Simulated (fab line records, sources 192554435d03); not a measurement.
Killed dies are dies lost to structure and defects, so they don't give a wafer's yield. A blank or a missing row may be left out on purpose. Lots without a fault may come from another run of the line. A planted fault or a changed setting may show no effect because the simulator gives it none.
Chamber matching | flow n5_finfet | N5_STI_FIN_REVEAL_ETCH_34 on rie_si-01: 4 sister chambers
The step etches Si in H2, material Si, target depth 0.97 nm. 4 wafers are shown with their chamber, then 7 later ones without.

WAFERS WITH THEIR CHAMBER
wafer  | chamber | drypump_motor_current_A (A)
L087.6 | 3       | 5.5
L088.2 | 0       | 6.7
L088.5 | 2       | 5.5
L093.5 | 1       | 5.3

WAFERS WITHOUT THEIR CHAMBER
wafer  | drypump_motor_current_A (A)
L093.6 | 5.4
L095.1 | 5.3
L095.4 | 5.5
L095.6 | 6.7
L097.3 | 5.5
L097.5 | 5.5
L097.6 | 6.7

WHICH CHAMBER EACH WENT THROUGH
wafer  | from the rows above          | in truth
L093.6 | can't be placed: 2 or 3 or 1 | 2
L095.1 | 1                            | 1
L095.4 | can't be placed: 2 or 3      | 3
L095.6 | 0                            | 0
L097.3 | can't be placed: 2 or 3      | 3
L097.5 | can't be placed: 2 or 3      | 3
L097.6 | 0                            | 0
Placed correctly: 3 of 7. Can't be placed from these rows: 4 (the true chamber is among the candidates in 4). Placed wrongly: 0.
How it was worked out, from the rows above alone: a wafer's distance from a chamber is the root of the sum, over the readings, of the square of ((its reading less the chamber's mean) divided by the reading's scatter). The wafer belongs to the nearest chamber; if the next one is less than 2 further off, it can't be placed. A chamber's mean is the mean of its shown wafers. The scatter: with one shown wafer a chamber, the root of the mean of the squares of how far each hidden wafer lies from its nearest shown one.
